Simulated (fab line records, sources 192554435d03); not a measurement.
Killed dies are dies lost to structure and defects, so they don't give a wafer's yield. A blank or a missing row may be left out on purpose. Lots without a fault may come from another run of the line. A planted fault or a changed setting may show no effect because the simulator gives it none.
One fault seen from 3 desks | flow n5_finfet | each desk has only its own numbers; what lay behind them comes last

THE METROLOGY DESK
What the gauges read, lot by lot, whatever tool the lot ran on: means of the sampled wafers that have a number. A lot is out of limits, marked OUT, if its mean lies more than 4 standard deviations from the usual mean; the brackets give that distance. Of its 12 readings 7 are shown: those that lie furthest out on some lot.
Columns: A = V3_OVL at N5_BEOL_M4_OVL_MEAS_29, usual -0.7 nm; B = DIBL_N at N5_BEOL_M4_RC_MEAS_101, usual 36.5 mV/V; C = IOFF_P at N5_BEOL_M4_RC_MEAS_101, usual 0.22 nA/um; D = SS_N at N5_BEOL_M4_RC_MEAS_101, usual 71.6 mV/dec; E = SS_P at N5_BEOL_M4_RC_MEAS_101, usual 73.5 mV/dec; F = VT_N at N5_BEOL_M4_RC_MEAS_101, usual 250 mV; G = VT_P at N5_BEOL_M4_RC_MEAS_101, usual -250 mV
lot  | first seen here | A    | B    | C    | D    | E    | F   | G
L408 | day 8 03:08     | -0.8 | 33.2 | 0.14 | 70.5 | 72.2 | 257 | -258
L410 | day 9 01:53     | -0.7 | 37.4 | 0.24 | 72.1 | 73.7 | 251 | -249
L422 | day 11 20:57    | -0.3 | 36.0 | 0.21 | 71.5 | 73.6 | 252 | -252
L425 | day 12 20:19    | -1.2 | 35.2 | 0.22 | 70.9 | 73.6 | 250 | -248
L423 | day 12 20:25    | -1.9 | 36.5 | 0.23 | 71.9 | 73.3 | 248 | -249
L430 | day 13 15:55    | 0.1  | 37.7 | 0.24 | 72.0 | 73.7 | 249 | -249
This desk's finding: nothing out of limits on any of the 6 lots.

THE DEFECT DESK
What the inspections along the route counted, lot by lot: means of the sampled wafers that have a number. A lot is out of limits, marked OUT, if its mean lies more than 4 standard deviations from the usual mean; the brackets give that distance.
Columns: A = raw_defect_count at N5_BEOL_M4_INSPECT_30, usual 392
lot  | first seen here | A
L408 | day 8 03:13     | 296
L410 | day 9 01:59     | 444
L422 | day 11 21:02    | 328
L425 | day 12 20:24    | 470
L423 | day 12 20:31    | 366
L430 | day 13 16:00    | 399
This desk's finding: nothing out of limits on any of the 6 lots.

THE TOOL OWNER'S DESK: rie_diel-02
The tool's own readings at N5_BEOL_M4_ETCH_70 (etches SOC in N2/H2, target depth 80 nm, overetch 24 nm, time 130 s): means of the sampled wafers that have a number, for each lot that ran on this tool. A lot is out of limits, marked OUT, if its mean lies more than 4 standard deviations from the usual mean; the brackets give that distance.
Columns: A = drypump_motor_current_A at N5_BEOL_M4_ETCH_70, usual 5.6 A; B = oes_product_au at N5_BEOL_M4_ETCH_70, usual 0.58 a.u.; C = rf_fwd_power_W at N5_BEOL_M4_ETCH_70, usual 836.5 W; D = rf_vpp_V at N5_BEOL_M4_ETCH_70, usual 524.0 V; E = showerhead_plenum_p_Torr at N5_BEOL_M4_ETCH_70, usual 2.55 Torr; F = throttle_valve_pct at N5_BEOL_M4_ETCH_70, usual 17.8 %
lot  | first seen here | A   | B    | C                | D               | E    | F
L410 | day 9 05:26     | 5.4 | 0.60 | 835.7            | 525.6           | 2.60 | 18.1
L422 | day 12 00:14    | 5.4 | 0.57 | 1039.2 (+75) OUT | 488.3 (-18) OUT | 2.60 | 18.2
L425 | day 12 22:13    | 5.5 | 0.61 | 1036.7 (+74) OUT | 488.1 (-18) OUT | 2.57 | 18.0
This desk's finding: out of limits on L422, L425; first on L422, day 12 00:14 (rf_fwd_power_W at N5_BEOL_M4_ETCH_70). In limits: L410.

PUT TOGETHER
The tool owner's desk could have raised an alarm at day 12 00:14, on L422, L425.
The metrology desk saw nothing out of limits.
The defect desk saw nothing out of limits.
The metrology desk has L422, L425 on record, within its limits.
The defect desk has L422, L425 on record, within its limits.
Of the lots named, all ran N5_BEOL_M4_ETCH_70 on rie_diel-02.

WHAT THE SIMULATOR HAD PUT IN
Process parameter drift: rie_diel-02, from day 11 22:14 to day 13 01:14, at N5_BEOL_M4_ETCH_70. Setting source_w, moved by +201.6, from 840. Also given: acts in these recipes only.
Lots struck among those shown: L422, L425.
Hours from the fault's start to each desk's first reading out of limits: the tool owner's desk, 2.
